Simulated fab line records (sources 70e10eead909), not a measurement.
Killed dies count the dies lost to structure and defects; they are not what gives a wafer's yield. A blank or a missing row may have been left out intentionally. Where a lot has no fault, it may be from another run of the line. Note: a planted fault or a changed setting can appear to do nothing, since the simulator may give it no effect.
Struck lot and sound lot, side by side + flow nand-harc + 14 steps out of a route of 1159
Sound: these wafers, L331.1, L331.2, L331.4. Struck: wafer L338.4 (left out: L338.1, a lot-mate that was not struck); the cause follows at the end.
Each step with rows lists, per side, the tool, then ch with its chambers, then its first start. Under that, the readings that differ: sound wafers + struck wafers + difference of the means + sigmas: that difference in standard deviations of wafers without a fault.
alike: a reading whose means differ by less than 2 such deviations, as well as words and numbers matching on both sides. not compared: withheld readings; readings where some wafer has no value; bounds like >300 that might hide an equal value; numbers whose values overlap and for which the record gives no deviation.
The two part at a step that has a row with sigmas, a row that says differs or no value, or rows on one side only. Numbers that have no deviation but don't overlap get no sigmas and don't part them. A reading that every wafer of one side lacks parts them only if that side has two wafers or more.

NHARC_A_SOURCE_PLATE_THK_MEAS_06: measures by ellipsometry.
  sound: film-metro-02 at day 10 18:01; struck: film-metro-02 at day 12 18:57
  alike: thk-nm
NHARC_A_SOURCE_PLATE_INSPECT_08:
  sound: defect-inspect-02 at day 10 18:05; struck: defect-inspect-01 at day 12 19:01
  alike: raw-defect-count
then, 1 step without rows for these wafers: NHARC_A_ONON_D1_DEP_00 (target thk 1000 nm).
NHARC_A_ONON_D1_THK_MEAS_02: measures by ellipsometry.
  sound: film-metro-02 at day 10 18:40; struck: film-metro-02 at day 12 19:35
  alike: thk-nm
then, 1 step without rows for these wafers: NHARC_A_ONON_D1_DEP_03 (target thk 1000 nm).
NHARC_A_ONON_D1_THK_MEAS_05: measures by ellipsometry.
  sound: film-metro-01 at day 10 19:14; struck: film-metro-01 at day 12 20:09
  alike: thk-nm
then, 1 step without rows for these wafers: NHARC_A_ONON_D1_DEP_06 (target thk 1000 nm).
NHARC_A_ONON_D1_THK_MEAS_08: measures by ellipsometry.
  sound: film-metro-01 at day 10 19:47; struck: film-metro-01 at day 12 20:43
  alike: thk-nm
then, 1 step without rows for these wafers: NHARC_A_ONON_D1_DEP_09 (target thk 1000 nm).
NHARC_A_ONON_D1_THK_MEAS_11: measures by ellipsometry.
  sound: film-metro-02 at day 10 20:22; struck: film-metro-01 at day 12 21:17
  alike: thk-nm
NHARC_A_ONON_D1_DEP_12: target thk 1000 nm.
  sound on pecvd-onon-04 ch 0, day 10 20:25; struck on pecvd-onon-03 ch 0, day 12 21:20
| reading              | sound                | struck | difference | sigmas |
|----------------------|----------------------|--------|------------|--------|
| susceptor-temp-C (C) | 400.24 400.38 400.48 | 399.82 | -0.55      | -3     |
NHARC_A_ONON_D1_THK_MEAS_14: measures by ellipsometry.
  sound: film-metro-02 at day 10 20:55; struck: film-metro-02 at day 12 21:52
| reading     | sound          | struck | difference | sigmas |
|-------------|----------------|--------|------------|--------|
| thk-nm (nm) | 1024 1024 1025 | 1654   | +630       | +52    |
then, 1 step without rows for these wafers: NHARC_A_ONON_D1_ANNEAL_15 (time 3600 s).
-- jump in the record: it breaks off in module A_ONON_D1 and resumes in module END (first step shown: number 1159 of the route), and 12 days separate the struck wafers' starts before and after --
NHARC_END_SORT_01:
  at this point the record logs the struck wafers (prober-01 ch 0, day 24 17:45) and has no rows for the sound ones

## WHERE THEY PART
First at NHARC_A_ONON_D1_DEP_12; last, within this record, at NHARC_END_SORT_01.

WHY: whatever the simulator had introduced
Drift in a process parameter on pecvd-onon-03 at NHARC_A_ONON_D1_DEP_12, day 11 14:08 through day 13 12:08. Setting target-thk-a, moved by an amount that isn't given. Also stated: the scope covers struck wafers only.
